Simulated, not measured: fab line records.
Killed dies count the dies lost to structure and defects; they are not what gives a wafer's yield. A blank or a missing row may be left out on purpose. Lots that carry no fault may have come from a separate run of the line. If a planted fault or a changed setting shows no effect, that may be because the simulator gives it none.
Matching of chambers ; flow nandHarc ; aldMetal-03 running NHARC_A_CONTACT_ALD_18: 4 sister chambers
The step deposits TiN, target thk 3 nm, pulse time 1 s, ald cycles 150. 8 wafers are shown with their chamber, then 12 later ones without.

## WAFERS PAIRED WITH THEIR CHAMBERS
wafer;chamber;heaterPowerW (W);precursorPulseHeightRel
L085.5;0;1145;0.962
L085.6;1;1176;0.970
L086.1;2;1115;0.965
L086.5;2;1142;0.970
L086.6;3;998;0.991
L091.1;1;1178;0.990
L091.2;0;1156;1.040
L091.3;3;1002;1.012

## WAFERS MISSING THEIR CHAMBER
wafer;heaterPowerW (W);precursorPulseHeightRel
L094.1;983;1.001
L094.2;1088;0.987
L094.3;1138;1.012
L093.1;1166;1.040
L093.3;1013;1.045
L093.4;1155;0.998
L095.4;1159;1.013
L095.5;988;0.984
L095.6;1103;1.016
L096.2;983;0.969
L096.3;1104;0.958
L096.6;1234;1.053

## WHICH CHAMBER EACH WENT THROUGH
wafer;from the rows above;in truth
L094.1;3;3
L094.2;2;2
L094.3;can't be placed: 0 or 2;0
L093.1;can't be placed: 0 or 1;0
L093.3;3;3
L093.4;can't be placed: 0 or 1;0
L095.4;can't be placed: 0 or 1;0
L095.5;3;3
L095.6;can't be placed: 2 or 0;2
L096.2;3;3
L096.3;2;2
L096.6;1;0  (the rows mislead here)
Correct placement for 6 of the 12. Can't be placed from these rows: 5 (the true chamber is among the candidates in 5). Placed wrongly: 1.
How it was worked out, from the rows above alone: a wafer's distance from a chamber is the root of the sum, over the readings, of the square of ((its reading less the chamber's mean) divided by the reading's scatter). The wafer belongs to the nearest chamber; if the next one is less than 2 further off, it can't be placed. A chamber's mean is the mean of its shown wafers. The scatter is the square root of a quotient: the sum, over the shown wafers, of each reading's squared deviation from its chamber's mean, divided by wafers minus chambers.
